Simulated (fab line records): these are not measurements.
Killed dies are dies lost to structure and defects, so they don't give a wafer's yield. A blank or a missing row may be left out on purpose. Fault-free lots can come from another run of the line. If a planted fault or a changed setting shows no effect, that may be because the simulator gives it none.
fab line records	flow n5Finfet	part 2 of 2: steps 26 to 32 of 32
record lots=5	wafers=15	lastDay=18
route steps=1938 shown MIM_BOT_LITHO@1857 MIM_BOT_ETCH@1866 PASS1_CAP@1873 TV_LITHO@1875 TV_OPEN@1887
lots untouched by any fault: they come from a run of this same line in which no faults occurred
startH: start of the lot's first displayed wafer, in hours after the record's first day	waitH: hours elapsed since this lot's preceding step	" as in the row above	L1.1+2: several wafers, shown together as one row	- either no value or no given start	* or withheld: withheld	< > ~ a bound
route shown NAME@n: NAME is a module with steps in the file, n the number in the route of the first one	usual: mean and standard deviation over wafers with no fault	same: alike in all rows	chamber/n: place in a boat	sites: each site's reading	_std_site: their standard deviation	_edge_site: outer sites' mean less inner sites'	radiusMm: how far each site lies from the wafer's centre	mask NAME#n: copy n	behind: the most recent tool/chamber to have shaped the wafer	hold: reason for holding the lot/hours on hold/outcome of the hold	device: whichever transistor did not switch (one of n, p or np)	end of line: tests run on the same wafers once the route is complete	a step given without rows: its recipe and nothing more	killed: count of dies lost to structure and defects at first sort (not the wafer's yield)	map: dies across one wafer; x = killed, . = not, _ = none there
set.NAME: the setting the step ran with; set.NAME@STEP: the setting that earlier step ran with	model.NAME: the simulator's own value behind a step, which no gauge read
lots at selected steps of the route; one table per step, one row per wafer
services: the hour from which a tool's chamber was out of use, counted from the record's first day as startH (under 0 if before that day), plus the number of hours and why
## steps
# step N5_PASSIVATION_HARDBAKE_11
# recipe tempC=130	timeS=120
# same timeS=120
lot.wafer	tool	chamber	startH	waitH
L074.1+2+6	lithoTrack-04	0	-	-
L080.3+4+6	lithoTrack-01	0	-	-
L082.1+2+4	lithoTrack-01	0	-	-
L089.1+3+6	lithoTrack-03	0	-	-
L091.2+5+6	lithoTrack-03	0	-	-
# step N5_PASSIVATION_CD_MEAS_10
# recipe targetCdNm=3000	landingEnergyEv=500	detector=seInlens
# usual cdNm=2999.1/1.8
lot.wafer	tool	chamber	startH	waitH	cdNm
L074.1	cdSem-02	0	299.91	-	2997.8
L074.2	"	0	"	"	3000.1
L074.6	"	0	"	"	2999.9
L080.3	cdSem-03	0	369.22	-	2997.6
L080.4	"	0	"	"	2998.1
L080.6	"	0	"	"	2998.7
L082.1	cdSem-02	0	379.99	-	3001.9
L082.2	"	0	"	"	3000.4
L082.4	"	0	"	"	3000.6
L089.1	cdSem-01	0	418.08	-	2995.8
L089.3	"	0	"	"	2997.6
L089.6	"	0	"	"	2998.0
L091.2	cdSem-03	0	424.49	-	2993.7
L091.5	"	0	"	"	2998.4
L091.6	"	0	"	"	2997.4
# step N5_PASSIVATION_OVL_MEAS_60
# recipe pointsPerWafer=44
# usual TV_OVL=1/4.6
lot.wafer	tool	chamber	startH	waitH	TV_OVL[nm]
L074.1	overlay-02	0	299.94	0.0	-4
L074.2	"	0	"	"	1
L074.6	"	0	"	"	3
L080.3	overlay-01	0	369.25	0.0	-9
L080.4	"	0	"	"	-1
L080.6	"	0	"	"	-4
L082.1	overlay-02	0	380.02	0.0	-6
L082.2	"	0	"	"	-4
L082.4	"	0	"	"	-6
L089.1	overlay-01	0	418.11	0.0	-5
L089.3	"	0	"	"	0
L089.6	"	0	"	"	4
L091.2	overlay-02	0	424.52	0.0	-1
L091.5	"	0	"	"	-2
L091.6	"	0	"	"	-7
# step N5_PASSIVATION_INSPECT_61
# recipe mode=adi	inspectInstrument=macro
# usual rawDefectCount=2.1/1.5
lot.wafer	tool	chamber	startH	waitH	rawDefectCount
L074.1	defectInspect-02	-	299.96	0.0	5
L074.2	"	-	"	"	1
L074.6	"	-	"	"	2
L080.3	defectInspect-01	-	369.27	0.0	1
L080.4	"	-	"	"	1
L080.6	"	-	"	"	3
L082.1	defectInspect-01	-	380.05	0.0	3
L082.2	"	-	"	"	3
L082.4	"	-	"	"	1
L089.1	defectInspect-02	-	418.13	0.0	1
L089.3	"	-	"	"	2
L089.6	"	-	"	"	6
L091.2	defectInspect-02	-	424.55	0.0	2
L091.5	"	-	"	"	2
L091.6	"	-	"	"	2
# step N5_PASSIVATION_DESCUM_12
# recipe chemistry=O2	timeS=7.9	sourcePowerW=50	biasPowerW=20	pressureMtorr=20	rfFrequencyHz=2.712e+07	tempC=40	o2FlowSccm=225
# usual drypumpMotorCurrentA=5.8/0.56	oesProductAu=0.78/0.077	rfVppV=243.0/1.3	showerheadPlenumPTorr=2.09/0.065	throttleValvePct=20.54/0.2
# same timeS=7.9
lot.wafer	tool	chamber	startH	waitH	drypumpMotorCurrentA	oesProductAu	rfHoursCounterH	rfVppV	showerheadPlenumPTorr	throttleValvePct
L074.1	rieDiel-06	3	300.49	0.5	5.2	0.78	89	241.6	2.12	20.80
L074.2	"	2	"	"	6.4	0.74	183	241.0	1.99	20.52
L074.6	"	3	"	"	5.2	0.78	-	242.5	2.12	20.81
L080.3	rieDiel-01	2	369.31	0.0	6.4	0.82	73	245.2	2.20	20.62
L080.4	"	3	"	"	6.0	0.86	63	241.5	2.04	20.59
L080.6	"	1	"	"	6.2	0.71	-	242.4	2.09	20.58
L082.1	rieDiel-03	2	380.09	0.0	5.0	0.72	200	243.4	2.16	20.52
L082.2	"	0	"	"	5.5	0.68	248	241.8	2.06	20.78
L082.4	"	1	"	"	6.1	0.70	203	241.4	1.99	20.16
L089.1	rieDiel-03	1	418.42	0.3	6.1	0.69	216	241.3	1.99	20.17
L089.3	"	0	"	"	5.5	0.96	4	241.7	2.06	20.40
L089.6	"	0	"	"	5.5	0.95	-	242.5	2.06	20.42
L091.2	rieDiel-01	0	424.58	0.0	6.6	0.74	166	243.2	2.01	20.92
L091.5	"	2	"	"	6.4	0.79	-	245.5	2.19	20.65
L091.6	"	1	"	"	6.2	0.70	-	243.5	2.08	20.61
# step N5_PASSIVATION_PASS_ETCH_74
# recipe chemistry=CF4/O2	target=SiNx	targetDepthA=2200	timeS=110	ionEnergyEv=100	pressureMtorr=40	sourceW=535	biasW=49	Ar_flow_sccm=100	cf4FlowSccm=100	O2_flow_sccm=10
# usual cf4FlowSccm=100.0/0.32	drypumpMotorCurrentA=5.8/0.56	oes_f_703_au=0.78/0.075	oesProductAu=0.78/0.077	rfVppV=241.3/2.7	showerheadPlenumPTorr=2.20/0.067	throttleValvePct=16.08/0.19
# same timeS=110
lot.wafer	tool	chamber	startH	waitH	cf4FlowSccm	drypumpMotorCurrentA	oes_f_703_au	oesProductAu	rfHoursCounterH	rfVppV	showerheadPlenumPTorr	throttleValvePct
L074.1	rieDiel-06	3	300.55	0.0	99.8	5.2	0.79	0.78	89	242.9	2.22	16.21
L074.2	"	2	"	"	100.2	6.4	0.76	0.74	183	237.7	2.11	16.12
L074.6	"	3	"	"	100.4	5.2	0.79	0.79	-	240.6	2.22	16.22
L080.3	rieDiel-01	2	369.37	0.0	100.0	6.4	0.83	0.83	73	243.6	2.32	16.24
L080.4	"	3	"	"	100.5	6.0	0.86	0.85	63	237.7	2.14	16.07
L080.6	"	1	"	"	100.1	6.3	0.72	0.71	-	242.8	2.19	16.11
L082.1	rieDiel-03	2	380.15	0.0	99.8	5.0	0.71	0.72	200	243.7	2.28	16.15
L082.2	"	0	"	"	100.0	5.5	0.68	0.69	248	239.9	2.17	16.38
L082.4	"	1	"	"	99.9	6.1	0.72	0.71	203	237.1	2.10	15.74
L089.1	rieDiel-03	1	418.49	0.0	100.1	6.1	0.70	0.69	216	237.1	2.09	15.76
L089.3	"	0	"	"	99.6	5.5	0.95	0.96	4	239.4	2.17	15.90
L089.6	"	0	"	"	99.9	5.6	0.95	0.96	-	240.2	2.17	15.90
L091.2	rieDiel-01	0	424.65	0.0	99.6	6.6	0.72	0.72	166	240.2	2.12	16.43
L091.5	"	2	"	"	99.8	6.4	0.81	0.81	-	243.6	2.32	16.27
L091.6	"	1	"	"	99.8	6.3	0.70	0.70	-	240.8	2.18	16.14
# step N5_PASSIVATION_VIA_ETCH_13
# recipe chemistry=CHF3/O2	target=SiO2	targetDepthA=6600	CHF3_flow_sccm=50	O2_flow_sccm=5	Ar_flow_sccm=200	timeS=330	maskMaterial=PR	pressureMtorr=30	sourceW=650	biasW=170	ionEnergyEv=200	ends=cleared
# usual drypumpMotorCurrentA=5.8/0.56	etchRfOnTimeS=236/4.2	oes_f_703_au=0.78/0.076	oesProductAu=0.70/0.069	rfVppV=525/5.6	showerheadPlenumPTorr=2.40/0.074	throttleValvePct=18.97/0.2
lot.wafer	tool	chamber	startH	waitH	drypumpMotorCurrentA	etchRfOnTimeS	oes_f_703_au	oesProductAu	rfHoursCounterH	rfVppV	showerheadPlenumPTorr	throttleValvePct
L074.1	rieDiel-06	3	300.65	0.0	5.2	232	0.78	0.71	89	526	2.42	19.14
L074.2	"	2	"	"	6.5	234	0.75	0.67	183	517	2.31	19.05
L074.6	"	3	"	"	5.2	239	0.79	0.70	-	526	2.42	19.11
L080.3	rieDiel-01	2	369.46	0.0	6.4	226	0.82	0.75	73	529	2.53	19.14
L080.4	"	3	"	"	6.0	233	0.87	0.77	63	518	2.34	18.99
L080.6	"	1	"	"	6.3	239	0.72	0.64	-	526	2.39	18.93
L082.1	rieDiel-03	2	380.24	0.0	5.0	237	0.71	0.64	200	532	2.50	19.06
L082.2	"	0	"	"	5.5	237	0.69	0.62	248	521	2.37	19.22
L082.4	"	1	"	"	6.1	239	0.71	0.64	203	516	2.29	18.59
L089.1	rieDiel-03	1	418.58	0.0	6.1	237	0.71	0.62	216	516	2.29	18.60
L089.3	"	0	"	"	5.5	238	0.97	0.86	4	523	2.37	18.83
L089.6	"	0	"	"	5.5	237	0.96	0.86	-	522	2.37	18.80
L091.2	rieDiel-01	0	424.74	0.0	6.6	235	0.72	0.66	166	525	2.31	19.33
L091.5	"	2	"	"	6.4	234	0.80	0.73	-	529	2.53	19.13
L091.6	"	1	"	"	6.3	236	0.71	0.63	-	526	2.38	18.96
## services
tool	chamber	startH	hours	kind
krfScanner-02	-	274.64	4.0	pm
rieDiel-04	-	278.67	4.3	pm
rieMetal-01	-	279.51	0.5	repair
rieDiel-03	-	293.56	16.0	repair
rieMetal-01	1	294.19	6.5	repair
rieDiel-02	2	303.28	3.9	repair
krfScanner-01	-	308.50	3.6	pm
krfScanner-01	-	315.93	1.3	pm
krfScanner-02	-	331.02	0.3	repair
krfScanner-01	-	355.13	4.0	pm
rieDiel-02	2	364.20	19.8	repair
pecvd-02	-	364.95	0.5	repair
wetBench-04	-	384.14	2.3	repair
rieDiel-02	1	387.70	4.1	repair
krfScanner-01	-	391.17	1.0	pm
krfScanner-02	-	391.45	0.8	repair
rieDiel-04	3	393.95	5.8	repair
rieDiel-04	0	402.36	3.0	repair
rieDiel-03	-	403.77	0.4	repair
krfScanner-01	-	409.68	0.8	pm
krfScanner-02	-	410.43	1.3	pm
krfScanner-02	-	412.42	0.8	pm
krfScanner-02	-	415.70	1.0	pm
rieDiel-02	-	419.96	0.5	repair
